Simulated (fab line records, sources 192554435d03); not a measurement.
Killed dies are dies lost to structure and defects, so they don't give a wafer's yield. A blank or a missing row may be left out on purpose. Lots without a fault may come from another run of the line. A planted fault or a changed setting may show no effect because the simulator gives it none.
A struck lot beside a sound one | flow n5_finfet | 15 steps out of a route of 1938
Sound: wafers L707.3, L707.4, L707.6. Struck: wafer L716.3. (L716.1, L716.4 of the same lot were not struck and are left out.) The cause comes at the end.
At each step with rows: each side's tool, then ch and its chambers, then its first start. Under that, the readings that differ: sound wafers | struck wafers | difference of the means | sigmas: that difference in standard deviations of wafers without a fault.
alike: readings whose means differ by less than 2 such deviations, and words and numbers that are the same on both sides. not compared: withheld readings, readings that some wafer has no value for, bounds like >300 that may hide the same value, and numbers for which the record gives no deviation and whose values overlap.
The two part at a step that has a row with sigmas, a row that says differs or no value, or rows on one side only. Numbers that don't overlap but have no deviation are shown without sigmas and don't part them. A reading that every wafer of one side lacks parts them only if that side has two wafers or more.

first, 8 steps without rows for these wafers: N5_BEOL_M10_COAT_59 (time 60 s, resist thk 100 nm); N5_BEOL_M10_COAT_60 (time 60 s, resist thk 30 nm); N5_BEOL_M10_COAT_05 (resist thk 90 nm); N5_BEOL_M10_EBR_07; N5_BEOL_M10_SOFTBAKE_06 (time 60 s); N5_BEOL_M10_EXPOSE_08 (exposes mask M10); N5_BEOL_M10_PEB_09 (peb time 60 s); N5_BEOL_M10_DEVELOP_10 (develop time 30 s).
N5_BEOL_M10_CD_MEAS_11: target cd 64.1 nm.
  sound on cd_sem-03 ch 0, day 12 01:55; struck on cd_sem-02 ch 0, day 14 14:35
  alike: cd_nm
N5_BEOL_M10_OVL_MEAS_12:
  sound on overlay-02 ch 0, day 12 01:57; struck on overlay-01 ch 0, day 14 14:37
  alike: M10_OVL
N5_BEOL_M10_INSPECT_13: inspects for defects (brightfield).
  sound on defect_inspect-01, day 12 01:59; struck on defect_inspect-01, day 14 14:38
  alike: raw_defect_count
N5_BEOL_M10_DESCUM_16: chemistry O2, time 7.9 s.
  sound on rie_diel-05 ch 0,1,3, day 12 02:43; struck on rie_diel-05 ch 2, day 14 14:40
  alike: drypump_motor_current_A, oes_product_au, rf_vpp_V, showerhead_plenum_p_Torr, throttle_valve_pct
  not compared: rf_hours_counter_h
N5_BEOL_M10_ETCH_61: etches SiARC in CF4, target depth 39 nm, time 65 s.
  sound on rie_diel-05 ch 0,1,3, day 12 02:45; struck on rie_diel-05 ch 2, day 14 14:43
  reading                         | sound             | struck | difference | sigmas
  cf4_flow_sccm (sccm)            | 100.2 100.1 100.1 | 69.8   | -30.3      | -98
  showerhead_plenum_p_Torr (Torr) | 2.05 2.26 2.16    | 1.97   | -0.19      | -2
  throttle_valve_pct (%)          | 15.82 15.48 15.30 | 14.45  | -1.08      | -6
  alike: drypump_motor_current_A, etch_rf_on_time_s, oes_product_au, rf_vpp_V
  not compared: rf_hours_counter_h
N5_BEOL_M10_ETCH_62: etches SOC in N2/H2, target depth 110 nm, overetch 22 nm, time 165 s.
  sound on rie_diel-05 ch 0,1,3, day 12 02:48; struck on rie_diel-05 ch 2, day 14 14:46
  alike: drypump_motor_current_A, oes_product_au, rf_vpp_V, showerhead_plenum_p_Torr, throttle_valve_pct
  not compared: rf_hours_counter_h
-- the record jumps here: 3 days lie between the struck wafers' starts before and after (it left off in module BEOL_M10 and takes up again in module PASSIVATION, whose first step shown is number 1936 of the route) --
N5_PASSIVATION_PROBE_49:
  sound on prober-01, day 14 06:25; struck on prober-01, day 17 02:49
  alike: defect_limited_yield, killed_at_M0_to_M3, killed_at_M4_up, killed_at_contacts, killed_at_front_end, killed_at_other, killed_dies, killed_open, killed_short, sort_bin_5_function, sort_bin_6_memory, sort_n_pass, sort_yield_pct

WHERE THEY PART
Only at N5_BEOL_M10_ETCH_61, within this record. Later steps at which nothing parts them and some readings are alike: N5_BEOL_M10_ETCH_62, N5_PASSIVATION_PROBE_49.

WHY: what the simulator had put in
Process parameter drift: rie_diel-05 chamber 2, from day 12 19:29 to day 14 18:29, at N5_BEOL_M10_ETCH_61. Setting cf4_flow_sccm, moved by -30, from 100. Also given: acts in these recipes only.
